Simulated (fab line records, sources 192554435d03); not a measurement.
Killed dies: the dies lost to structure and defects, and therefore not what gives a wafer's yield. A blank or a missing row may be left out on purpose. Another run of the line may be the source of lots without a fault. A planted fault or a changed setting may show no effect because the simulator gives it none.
fab line records    flow n5Finfet
record: lots: 10  wafers: 28  lastDay: 17
route steps=1938 shown BEOL_M1@840 BEOL_M2@857 BEOL_M4@1111
lots that met no fault: from a run of the same line without faults
startH: the number of hours between the record's first day and the start of the first shown wafer of the lot    waitH: time in hours since the lot's previous step    " same as the row above    L1.1+2: several wafers, shown together as one row    - no value, or no start was given    * or withheld: withheld    < > ~ a bound
route shown NAME@n: NAME is a module with steps in the file, n the number in the route of the first one    usual: the fault-free wafers' mean and standard deviation    same: alike in all rows    chamber/n: place in a boat    sites: per-site readings    _std_site: their standard deviation    _edge_site: outer sites' mean less inner sites'    radiusMm: for every site, how far away it sits from the centre of the wafer    mask NAME#n: copy n    behind: the tool/chamber that last shaped the wafer    hold: why the lot went on hold/how many hours it stayed there/how the hold came to an end    device: which transistor (n, p or np) failed to switch    end of line: at the end of the route, the tests of the same wafers    for a step that has no rows: nothing shown but its recipe    killed: at the first sort, the dies lost to defects and structure; wafer yield is something else    map: dies across one wafer; x = killed, . = not, _ = none there
set.NAME: the setting as run; set.NAME@STEP: as run at that earlier step    model.NAME: the simulator's own value behind a step, which no gauge read
the route's steps for a sample of lots (tables are steps, rows are wafers)
services: a tool's chamber out of use, with start hour (startH, from the record's first day; less than 0 if before it), hours out, and reason
== steps ==
step: N5_BEOL_M1_INSPECT_59
recipe: inspectInstrument: darkfield  mode: postDep
usual: rawDefectCount: 66/20
lot.wafer  tool              chamber  startH  waitH  rawDefectCount
L918.1     defectInspect-01  -        129.05  0.0    102
L918.2     "                 -        "       "      67
L918.4     "                 -        "       "      82
L923.1     defectInspect-01  -        161.57  0.0    54
L923.2     "                 -        "       "      59
L923.6     "                 -        "       "      33
L924.1     defectInspect-01  -        166.79  0.0    80
L924.2     "                 -        "       "      121
L924.4     "                 -        "       "      52
L925.2     defectInspect-01  -        173.07  0.0    52
L925.3     "                 -        "       "      33
L925.6     "                 -        "       "      74
L928.2     defectInspect-02  -        188.48  0.0    68
L928.4     "                 -        "       "      54
L928.5     "                 -        "       "      77
L933.3     defectInspect-01  -        219.77  0.0    45
L933.4     "                 -        "       "      38
L935.2     defectInspect-01  -        231.28  0.0    47
L935.5     "                 -        "       "      59
L936.2     defectInspect-02  -        235.71  0.0    76
L936.4     "                 -        "       "      63
L936.5     "                 -        "       "      67
L939.1     defectInspect-02  -        256.19  0.0    52
L939.3     "                 -        "       "      61
L939.5     "                 -        "       "      46
L940.2     defectInspect-02  -        266.94  0.0    47
L940.4     "                 -        "       "      50
L940.6     "                 -        "       "      50
step: N5_BEOL_M2_DESCUM_16
recipe: chemistry: O2  timeS: 7  sourcePowerW: 50  biasPowerW: 20  pressureMtorr: 20  rfFrequencyHz: 2.712e+07  tempC: 40  resist: CAR-EUV  o2FlowSccm: 225
usual: drypumpMotorCurrentA: 5.7/0.45  oesProductAu: 0.78/0.087  rfVppV: 243.7/1.6  showerheadPlenumPTorr: 2.12/0.083  tempC: 40.02/0.12  throttleValvePct: 20.41/0.23
same: timeS: 7
lot.wafer  tool        chamber  startH  waitH  drypumpMotorCurrentA  oesProductAu  rfHoursCounterH  rfVppV  showerheadPlenumPTorr  tempC  throttleValvePct
L918.1     rieDiel-04  0        129.79  0.0    5.5                   0.90          23               244.5   2.23                   39.88  20.32
L918.2     "           3        "       "      5.0                   0.73          187              242.3   1.99                   40.02  20.45
L918.4     "           2        "       "      5.1                   0.84          48               244.7   2.18                   39.99  19.93
L923.1     rieDiel-03  1        162.41  0.0    5.2                   0.90          47               245.2   2.22                   39.95  20.04
L923.2     "           2        "       "      6.0                   0.78          140              240.8   2.00                   40.08  20.32
L923.6     "           3        "       "      5.6                   0.70          -                242.6   2.13                   40.06  20.66
L924.1     rieDiel-01  2        167.81  0.3    5.0                   0.98          6                245.1   2.22                   40.01  20.37
L924.2     "           1        "       "      5.7                   0.72          192              242.6   2.00                   40.15  20.47
L924.4     "           0        "       "      6.5                   0.84          65               243.8   2.16                   39.97  20.45
L925.2     rieDiel-03  3        177.25  0.0    5.6                   0.69          202              244.3   2.13                   40.13  20.66
L925.3     "           1        "       "      5.2                   0.89          53               244.9   2.21                   39.94  20.05
L925.6     "           1        "       "      5.2                   0.90          -                244.1   2.21                   40.03  20.06
L928.2     rieDiel-03  2        189.71  0.5    6.0                   0.77          152              241.3   1.99                   40.13  20.32
L928.4     "           2        "       "      6.0                   0.76          -                240.5   1.99                   39.88  20.34
L928.5     "           0        "       "      6.3                   0.72          -                245.2   2.17                   39.98  20.77
L933.3     rieDiel-01  3        221.55  0.6    5.6                   0.72          207              245.9   2.13                   39.85  20.25
L933.4     "           2        "       "      5.0                   0.90          31               244.8   2.21                   40.08  20.42
L935.2     rieDiel-03  0        232.68  0.4    6.2                   0.70          210              245.8   2.16                   40.00  20.79
L935.5     "           2        "       "      6.0                   0.76          -                241.1   1.99                   40.15  20.37
L936.2     rieDiel-01  3        238.32  0.1    5.7                   0.71          215              244.0   2.12                   40.16  20.27
L936.4     "           0        "       "      6.5                   0.82          98               244.1   2.15                   40.18  20.50
L936.5     "           1        "       "      5.7                   0.69          -                241.1   1.99                   40.02  20.52
L939.1     rieDiel-04  2        257.16  0.0    5.1                   0.82          67               244.8   2.17                   40.18  19.97
L939.3     "           3        "       "      5.0                   0.71          207              241.9   1.99                   39.91  20.50
L939.5     "           1        "       "      5.8                   0.89          -                241.4   2.04                   39.91  20.32
L940.2     rieDiel-03  0        269.98  0.0    6.3                   0.68          225              243.0   2.16                   40.14  20.81
L940.4     "           3        "       "      5.6                   0.66          246              245.1   2.11                   40.01  20.71
L940.6     "           0        "       "      6.3                   0.68          -                243.9   2.16                   40.02  20.81
step: N5_BEOL_M2_COAT_76
recipe: resist: underlayer  tempC: 205  timeS: 60  spinRpm: 1500  resistThkNm: 5
usual: runLengthS: 66.31/0.21
lot.wafer  tool           chamber  startH  waitH  runLengthS
L918.1     lithoTrack-04  0        130.26  -      66.30
L918.2     "              0        "       "      66.38
L918.4     "              0        "       "      66.25
L923.1     lithoTrack-02  0        162.88  -      65.92
L923.2     "              0        "       "      65.98
L923.6     "              0        "       "      66.07
L924.1     lithoTrack-01  0        168.31  -      66.56
L924.2     "              0        "       "      66.32
L924.4     "              0        "       "      66.31
L925.2     lithoTrack-04  0        177.73  -      66.34
L925.3     "              0        "       "      66.57
L925.6     "              0        "       "      66.40
L928.2     lithoTrack-01  0        190.24  -      66.25
L928.4     "              0        "       "      66.35
L928.5     "              0        "       "      66.42
L933.3     lithoTrack-04  0        222.05  -      66.62
L933.4     "              0        "       "      71.64
L935.2     lithoTrack-04  0        233.16  -      66.24
L935.5     "              0        "       "      71.59
L936.2     lithoTrack-04  0        239.03  -      66.61
L936.4     "              0        "       "      71.50
L936.5     "              0        "       "      71.81
L939.1     lithoTrack-01  0        257.73  -      66.27
L939.3     "              0        "       "      66.62
L939.5     "              0        "       "      66.50
L940.2     lithoTrack-01  0        270.45  -      66.58
L940.4     "              0        "       "      66.25
L940.6     "              0        "       "      66.30
step: N5_BEOL_M2_DESCUM_33
recipe: chemistry: O2  timeS: 7  sourcePowerW: 50  biasPowerW: 20  pressureMtorr: 20  rfFrequencyHz: 2.712e+07  tempC: 40  resist: CAR-EUV  o2FlowSccm: 225
usual: drypumpMotorCurrentA: 5.7/0.49  oesProductAu: 0.79/0.087  rfVppV: 243.7/1.5  showerheadPlenumPTorr: 2.12/0.082  tempC: 40.00/0.1  throttleValvePct: 20.40/0.18
same: timeS: 7
lot.wafer  tool        chamber  startH  waitH  drypumpMotorCurrentA  oesProductAu  rfHoursCounterH  rfVppV  showerheadPlenumPTorr  tempC  throttleValvePct
L918.1     rieDiel-01  1        130.85  0.1    5.7                   0.72          179              242.7   2.01                   40.12  20.45
L918.2     "           0        "       "      6.5                   0.87          51               243.8   2.17                   40.06  20.42
L918.4     "           2        "       "      5.1                   0.69          250              242.6   1.96                   39.97  20.75
L923.1     rieDiel-03  2        163.41  0.0    6.0                   0.78          141              242.2   2.00                   40.05  20.31
L923.2     "           0        "       "      6.3                   0.72          174              244.9   2.18                   39.84  20.73
L923.6     "           3        "       "      5.6                   0.69          -                244.4   2.13                   40.00  20.64
L924.1     rieDiel-03  2        169.23  0.5    6.0                   0.78          143              241.5   2.00                   39.99  20.34
L924.2     "           1        "       "      5.2                   0.90          50               243.3   2.21                   39.88  20.06
L924.4     "           0        "       "      6.3                   0.72          177              245.5   2.18                   40.01  20.74
L925.2     rieDiel-03  2        178.25  0.0    6.0                   0.77          146              242.0   2.00                   40.07  20.34
L925.3     "           1        "       "      5.2                   0.88          53               244.6   2.21                   39.82  20.05
L925.6     "           1        "       "      5.2                   0.89          -                245.6   2.21                   39.88  20.07
L928.2     rieDiel-01  3        190.77  0.0    5.7                   0.73          192              244.6   2.13                   40.08  20.24
L928.4     "           2        "       "      5.1                   0.95          15               244.4   2.22                   40.09  20.40
L928.5     "           1        "       "      5.7                   0.70          -                241.8   2.00                   40.07  20.46
L933.3     rieDiel-01  2        223.19  0.6    5.1                   0.91          31               245.7   2.21                   40.08  20.42
L933.4     "           1        "       "      5.8                   0.70          218              242.4   2.00                   40.04  20.50
L935.2     rieDiel-01  3        234.00  0.4    5.7                   0.71          213              245.0   2.12                   40.05  20.27
L935.5     "           2        "       "      5.0                   0.90          -                244.1   2.21                   40.07  20.44
L936.2     rieDiel-01  0        239.98  0.5    6.5                   0.80          99               243.6   2.15                   39.90  20.50
L936.4     "           1        "       "      5.7                   0.69          227              239.8   1.99                   39.84  20.51
L936.5     "           0        "       "      6.5                   0.81          -                242.9   2.15                   39.83  20.50
L939.1     rieDiel-04  2        258.13  0.0    5.1                   0.81          67               246.3   2.17                   40.10  19.99
L939.3     "           1        "       "      5.9                   0.89          37               242.6   2.04                   40.01  20.30
L939.5     "           0        "       "      5.5                   0.86          -                245.3   2.22                   39.90  20.38
L940.2     rieDiel-03  3        271.15  0.2    5.6                   0.65          246              244.5   2.11                   40.05  20.72
L940.4     "           2        "       "      6.0                   0.73          194              242.2   1.98                   39.95  20.41
L940.6     "           0        "       "      6.3                   0.68          -                242.9   2.16                   39.91  20.81
step: N5_BEOL_M4_RC_MEAS_101
usual: DIBL_N: 36.7/2.4  DIBL_P: 37.4/2.9  IOFF_N: 0.18/0.05  IOFF_P: 0.23/0.058  ION_N: 683/16  ION_P: 467/11  SS_N: 71.7/0.77  SS_P: 73.5/0.87  VT_N: 249/4.3  VT_P: -250/4.4
lot.wafer  tool       chamber  startH  waitH  DIBL_N[mV/V]  DIBL_P[mV/V]  IOFF_N[nA/um]  IOFF_P[nA/um]  ION_N[uA/um]  ION_P[uA/um]  SS_N[mV/dec]  SS_P[mV/dec]  VT_N[mV]  VT_P[mV]
L918.1     prober-01  0        157.25  0.8    38.7          41.7          0.22           0.29           691           467           72.6          75.5          244       -248
L918.2     "          0        "       "      35.2          37.8          0.16           0.22           671           461           71.3          73.5          251       -251
L918.4     "          0        "       "      33.1          33.2          0.11           0.14           657           456           71.1          72.6          254       -257
L923.1     prober-01  0        195.96  0.0    36.8          38.4          0.15           0.23           665           467           71.2          74.1          253       -250
L923.2     "          0        "       "      39.4          42.4          0.25           0.32           709           489           73.4          74.4          245       -246
L923.6     "          0        "       "      35.4          37.2          0.14           0.21           668           464           71.2          74.1          254       -254
L924.1     prober-01  0        201.04  0.0    36.1          36.6          0.17           0.26           687           481           71.3          73.1          246       -246
L924.2     "          0        "       "      37.2          36.7          0.17           0.24           664           454           72.0          73.6          249       -246
L924.4     "          0        "       "      36.5          36.5          0.17           0.24           688           474           71.9          73.3          249       -248
L925.2     prober-02  0        202.94  0.2    32.5          34.2          0.14           0.19           686           485           69.9          72.6          249       -249
L925.3     "          0        "       "      34.6          35.3          0.14           0.19           671           463           71.3          73.1          252       -250
L925.6     "          0        "       "      34.8          36.9          0.16           0.23           694           486           70.7          73.0          247       -247
L928.2     prober-01  0        224.37  0.2    41.1          42.0          0.25           0.24           699           458           73.2          74.5          246       -251
L928.4     "          0        "       "      33.5          33.5          0.11           0.13           681           466           70.7          72.6          253       -259
L928.5     "          0        "       "      36.9          37.0          0.16           0.17           680           450           72.0          73.5          250       -256
L933.3     prober-01  0        251.78  0.3    35.1          35.5          0.17           0.21           667           459           71.8          73.4          250       -249
L933.4     "          0        "       "      35.5          35.2          0.16           0.20           662           451           71.6          72.3          251       -251
L935.2     prober-02  0        260.05  0.2    34.8          37.0          0.14           0.21           662           461           71.4          73.7          254       -249
L935.5     "          0        "       "      34.2          36.5          0.13           0.19           658           460           70.7          73.0          255       -252
L936.2     prober-01  0        266.93  0.2    33.5          32.2          0.11           0.16           670           464           71.7          72.3          256       -255
L936.4     "          0        "       "      38.5          38.8          0.20           0.25           689           472           72.1          74.1          247       -249
L936.5     "          0        "       "      38.0          37.9          0.20           0.25           702           474           72.0          74.1          247       -248
L939.1     prober-01  0        295.35  0.0    35.4          36.6          0.16           0.17           683           459           71.9          72.5          251       -256
L939.3     "          0        "       "      38.2          38.8          0.25           0.22           703           463           72.9          73.6          242       -252
L939.5     "          0        "       "      33.6          34.3          0.14           0.14           693           455           71.1          72.7          249       -259
L940.2     prober-02  0        304.06  0.2    37.8          37.7          0.18           0.20           684           457           71.9          74.1          248       -254
L940.4     "          0        "       "      34.3          34.0          0.11           0.15           670           468           71.0          72.7          254       -258
L940.6     "          0        "       "      33.2          33.0          0.10           0.14           668           462           70.1          72.2          257       -260
== services ==
tool           chamber  startH  hours  kind
rieDiel-01     1        119.12  7.1    repair
rieDiel-01     2        133.21  -      clean
rieDiel-01     2        133.21  -      consumableReplace:focusRing
rieDiel-01     2        133.21  -      consumableReplace:showerhead
rieDiel-01     2        133.21  16.2   scheduledDown
rieDiel-01     2        133.21  16.2   ventCycle
rieDiel-03     0        159.33  1.3    repair
rieDiel-04     -        180.48  69.8   repair
rieDiel-03     1        185.26  8.8    repair
rieDiel-03     3        194.43  6.1    repair
lithoTrack-04  -        212.76  -      consumableReplace:filter
lithoTrack-02  -        233.31  -      consumableReplace:filter
== key ==
firstSign: step: N5_BEOL_M2_COAT_76  reading: runLengthS  direction: up  sigmas: 26  usual: *  struck: *
effect none on later readings
metAt N5_BEOL_M2_COAT_76
struckLots L933,L935,L936
struckWafers L933.4,L935.5,L936.4,L936.5
notActingAt N5_BEOL_M1_INSPECT_59,N5_BEOL_M2_DESCUM_16,N5_BEOL_M2_DESCUM_33
onsetBetween 177.73 222.05
fault: kind: processParameterDrift  tool: lithoTrack-04  chamber: -  onsetH: 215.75  steps: N5_BEOL_M2_COAT_76  channel: timeS  offset: *  shape: step  endH: 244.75  scope: struckWafersOnly  actsIn: *  stated: *
